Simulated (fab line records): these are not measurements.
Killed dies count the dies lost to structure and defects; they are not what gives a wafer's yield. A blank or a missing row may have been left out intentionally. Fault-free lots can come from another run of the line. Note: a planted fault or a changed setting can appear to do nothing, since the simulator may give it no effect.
Chamber matching    flow n5 finfet    N5_BEOL_M4_DESCUM_33 on rie diel-01 has 4 sister chambers
The step chemistry O2, time 7 s. 22 wafers are shown with their chamber, then 11 later ones without.

WAFERS WITH THEIR CHAMBER
wafer   chamber  throttle valve pct (%)  showerhead plenum p Torr (Torr)  drypump motor current A (A)
L074.2  0        20.64                   2.03                             6.2
L074.3  3        20.63                   2.02                             5.5
L074.5  0        20.64                   2.03                             6.2
L075.3  2        20.31                   2.12                             5.7
L075.4  1        20.18                   2.03                             5.7
L075.6  2        20.30                   2.12                             5.6
L079.1  0        20.69                   2.03                             6.2
L079.3  1        20.22                   2.02                             5.8
L079.6  1        20.19                   2.02                             5.8
L083.2  1        20.21                   2.02                             5.8
L083.3  0        20.68                   2.03                             6.2
L083.4  3        20.67                   2.02                             5.4
L082.2  3        20.67                   2.02                             5.4
L082.4  0        20.68                   2.03                             6.2
L082.5  2        20.33                   2.11                             5.6
L085.3  3        20.67                   2.01                             5.4
L085.4  2        20.35                   2.11                             5.6
L085.5  0        20.68                   2.02                             6.2
L088.1  0        20.70                   2.02                             6.3
L088.3  3        20.69                   2.01                             5.5
L088.4  2        20.35                   2.11                             5.6
L090.1  2        20.34                   2.11                             5.6

SIGNATURES, as means of the wafers listed above
reading                   chamber 0  chamber 1  chamber 2  chamber 3  scatter within a chamber
throttle valve pct        20.6729    20.2000    20.3300    20.6660    0.0217
showerhead plenum p Torr  2.0271     2.0225     2.1133     2.0160     0.00512
drypump motor current A   6.214      5.775      5.617      5.440      0.045
Rule: for a wafer and a chamber, the distance is found by dividing, reading by reading, the gap between the wafer's reading and the chamber's mean by the reading's scatter, squaring, summing and taking the root. The wafer belongs to the nearest chamber; if the next one is less than 2 further off, it can't be placed. The scatter: the root of (the sum of the squares of (reading less its chamber's mean) over the shown wafers, divided by (wafers less chambers)).

WAFERS MISSING THEIR CHAMBER
wafer   throttle valve pct (%)  showerhead plenum p Torr (Torr)  drypump motor current A (A)
L090.2  20.68                   2.01                             5.4
L090.4  20.70                   2.02                             6.2
L091.4  20.34                   2.11                             5.6
L091.5  20.25                   2.02                             5.8
L091.6  20.69                   2.02                             6.2
L093.1  20.26                   2.02                             5.7
L093.2  20.36                   2.10                             5.6
L093.5  20.37                   2.11                             5.6
L096.3  20.37                   2.10                             5.6
L096.5  20.71                   2.01                             5.4
L096.6  20.35                   2.10                             5.6

THE CHAMBER EACH PASSED THROUGH
wafer   from the rows above  in truth
L090.2  3                    3
L090.4  0                    0
L091.4  2                    2
L091.5  1                    1
L091.6  0                    0
L093.1  1                    1
L093.2  2                    2
L093.5  2                    2
L096.3  2                    2
L096.5  3                    3
L096.6  2                    2
Correct placement for 11 of the 11. Number that these rows cannot place: 0. Placed wrongly: 0.
